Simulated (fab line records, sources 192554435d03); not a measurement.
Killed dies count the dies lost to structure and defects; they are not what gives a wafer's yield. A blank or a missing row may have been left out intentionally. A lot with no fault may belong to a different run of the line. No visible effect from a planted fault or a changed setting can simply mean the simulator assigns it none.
A struck lot beside a sound one    flow n5_finfet    43 steps out of a route of 1938
Sound: the wafers L221.1, L221.4, L221.6. Struck: wafer L229.1 (L229.3, L229.5, from the same lot, were not struck and are left out); the cause is given at the end.
Order at every step that has rows: each side's tool, ch and its chambers, its first start. Under that, the readings that differ: sound wafers    struck wafers    difference of the means    sigmas: that difference in standard deviations of wafers without a fault.
alike: a reading whose means differ by less than 2 such deviations, as well as words and numbers matching on both sides. not compared: withheld readings; readings where some wafer has no value; bounds like >300 that might hide an equal value; numbers whose values overlap and for which the record gives no deviation.
A row with sigmas, a row that says differs or no value, or rows on one side alone: a step with any of these is where the two part. When numbers do not overlap yet have no deviation, they are printed without sigmas and do not part them. A reading that every wafer of one side lacks parts them only if that side has two wafers or more.

N5_BEOL_M14_PRE_CLEAN_42: time 30 s.
  sound on pvd_sputter-01, day 13 08:26; struck on pvd_sputter-01, day 16 15:37
  alike: heater_power_w
then, 4 steps without rows for these wafers: N5_BEOL_M14_SPUTTER_43 (material TaN, target thk 15 nm, time 24.19 s); N5_BEOL_M14_SPUTTER_44 (material Ta, target thk 15 nm, time 24.19 s); N5_BEOL_M14_SPUTTER_45 (material Cu, target thk 100 nm, time 16.67 s); N5_BEOL_M14_ECD_47 (material Cu, target thk 1248 nm).
N5_BEOL_M14_ANNEAL_48: time 90 s.
  sound on rtp_anneal-02 ch 0, day 13 09:00; struck on rtp_anneal-02 ch 0, day 16 16:10
  alike: wafer_temp_C_max
then, 1 step without rows for these wafers: N5_BEOL_M14_CMP_49 (polishes, stops on SiO2, t overpolish 5.2 s, target thk 560 nm).
N5_BEOL_M14_THK_MEAS_50: measures by xrf.
  sound on film_metro-02, day 13 09:35; struck on film_metro-02, day 16 16:46
  alike: M14_THK
then, 1 step without rows for these wafers: N5_BEOL_M14_PRE_CLEAN_52 (time 15 s).
N5_BEOL_M14_DEP_53: deposits SiCN from 3MS/NH3, target thk 50 nm, time 17.8 s.
  sound on pecvd-02 ch 1,2, day 13 09:39; struck on pecvd-02 ch 1, day 16 16:50
  alike: showerhead_plenum_p_Torr, throttle_valve_pct
N5_BEOL_M14_RS_MEAS_54: measures by four-point-probe.
  sound on film_metro-02, day 13 09:43; struck on film_metro-02, day 16 16:55
reading          sound                 struck  difference  sigmas
M14_RS (ohm/sq)  0.0333 0.0337 0.0358  0.0320  -0.0023     -2
N5_BEOL_M14_INSPECT_55: inspects for defects (darkfield).
  sound on defect_inspect-02, day 13 09:44; struck on defect_inspect-01, day 16 16:57
  alike: raw_defect_count
N5_BEOL_M15_ILD_DEP_00: deposits SiO2 from TEOS/O2, target thk 1629.3 nm, time 346.1 s.
  sound on pecvd-04 ch 0,1,2, day 13 09:47; struck on pecvd-01 ch 0, day 16 16:59
reading                                        sound              struck  difference  sigmas
run_length_s (s)                               388.7 389.0 389.5  655.1   +266.0      +99 or more
model.SiO2_of_BEOL_M15_ILD_DEP_00.thk_nm (nm)  1629 1659 1691     2840    +1180       
  alike: heater_power_w, showerhead_plenum_p_Torr, throttle_valve_pct
N5_BEOL_M15_THK_MEAS_01:
  sound on film_metro-02, day 13 10:02; struck on film_metro-01, day 16 17:14
reading           sound           struck  difference  sigmas
M15_ILD_THK (nm)  1628 1660 1691  2840    +1180       +49
then, 8 steps without rows for these wafers: N5_BEOL_M15_COAT_58 (time 60 s, resist thk 89 nm); N5_BEOL_M15_COAT_04 (resist thk 800 nm); N5_BEOL_M15_EBR_06; N5_BEOL_M15_SOFTBAKE_05 (time 60 s); N5_BEOL_M15_EXPOSE_07 (exposes mask V14); N5_BEOL_M15_PEB_08 (peb time 90 s); N5_BEOL_M15_DEVELOP_09 (develop time 45 s); N5_BEOL_M15_HARDBAKE_14 (time 120 s).
N5_BEOL_M15_CD_MEAS_10 targets a cd of 360 nm.
  sound on cd_sem-01 ch 0, day 13 10:28; struck on cd_sem-03 ch 0, day 16 17:40
  alike: cd_nm
N5_BEOL_M15_OVL_MEAS_11:
  sound on overlay-01 ch 0, day 13 10:29; struck on overlay-01 ch 0, day 16 17:41
  alike: V14_OVL
N5_BEOL_M15_INSPECT_12: inspects for defects (macro).
  sound on defect_inspect-01, day 13 10:31; struck on defect_inspect-01, day 16 17:43
  alike: raw_defect_count
then, 1 step without rows for these wafers: N5_BEOL_M15_DESCUM_15 (chemistry O2, time 7.9 s).
N5_BEOL_M15_ETCH_59: etches BARC in N2/H2, target depth 89 nm, overetch 26.7 nm, time 67.9 s.
  sound on rie_diel-02 ch 0,2,3, day 13 10:35; struck on rie_diel-01 ch 1, day 16 17:58
reading              sound              struck  difference  sigmas
h2_flow_sccm (sccm)  199.6 199.8 199.4  201.5   +1.9        +3
  alike: drypump_motor_current_A, oes_product_au, rf_vpp_V, showerhead_plenum_p_Torr, throttle_valve_pct
  not compared: rf_hours_counter_h
N5_BEOL_M15_VIA_ETCH_16: etches SiO2 in C4F8/O2/Ar, target depth 1792.2 nm.
  sound on rie_diel-02 ch 0,2,3, day 13 10:38; struck on rie_diel-01 ch 1, day 16 18:01
reading                                     sound            struck  difference  sigmas
model.etch.depth_nm (nm)                    1629 1659 1691   2840    +1180       
model.coat_of_BEOL_M15_COAT_04.thk_nm (nm)  330.6 328.8 317  48.4    -277.1      
  alike: drypump_motor_current_A, oes_product_au, rf_vpp_V, showerhead_plenum_p_Torr, throttle_valve_pct
then, 4 steps without rows for these wafers: N5_BEOL_M15_STRIP_63 (strips in O2); N5_BEOL_M15_STRIP_64 (strips in O2); N5_BEOL_M15_STRIP_65 (strips in post etch residue remover, time 60 s); N5_BEOL_M15_SRD_66 (time 30 s, dry time 30 s).
N5_BEOL_M15_CD_MEAS_17 targets a cd of 360 nm.
  sound on cd_sem-03, day 13 11:04; struck on cd_sem-02, day 16 18:26
reading     sound              struck  difference  sigmas
cd_nm (nm)  362.7 364.0 360.7  372.6   +10.1       +4
then, 1 step without rows for these wafers: N5_BEOL_M15_COAT_56 (time 60 s, resist thk 550 nm).
N5_BEOL_M15_ETCH_57: etches SOC in N2/H2, time 750 s.
  sound on rie_diel-03 ch 0,1, day 13 11:11; struck on rie_diel-02 ch 3, day 16 18:32
  alike: drypump_motor_current_A, h2_flow_sccm, oes_product_au, rf_vpp_V, showerhead_plenum_p_Torr, throttle_valve_pct
  not compared: rf_hours_counter_h
then, 7 steps without rows for these wafers: N5_BEOL_M15_COAT_60 (time 60 s, resist thk 89 nm); N5_BEOL_M15_COAT_22 (resist thk 800 nm); N5_BEOL_M15_EBR_24; N5_BEOL_M15_SOFTBAKE_23 (time 60 s); N5_BEOL_M15_EXPOSE_25 (exposes mask M15, target cd 400 nm); N5_BEOL_M15_PEB_26 (peb time 90 s); N5_BEOL_M15_DEVELOP_27 (develop time 45 s).
N5_BEOL_M15_CMP_49: polishes, stops on SiO2, t overpolish 4.9 s, target thk 850 nm.
  sound on cmp-03 ch 0,3, day 13 17:42; struck on cmp-04 ch 3, day 17 01:29
reading                                        sound           struck  difference  sigmas
model.SiO2_of_BEOL_M15_ILD_DEP_00.thk_nm (nm)  1552 1579 1614  2757    +1175       
  alike: clearing_platen_rpm, edge_zone_pressure_frac, motor_current_A

WHERE THEY PART
Earliest at N5_BEOL_M14_RS_MEAS_54; latest, in this record, at N5_BEOL_M15_CD_MEAS_17. Later steps at which nothing parts them and some readings are alike: N5_BEOL_M15_ETCH_57, N5_BEOL_M15_CMP_49.

WHY: the cause the simulator had injected
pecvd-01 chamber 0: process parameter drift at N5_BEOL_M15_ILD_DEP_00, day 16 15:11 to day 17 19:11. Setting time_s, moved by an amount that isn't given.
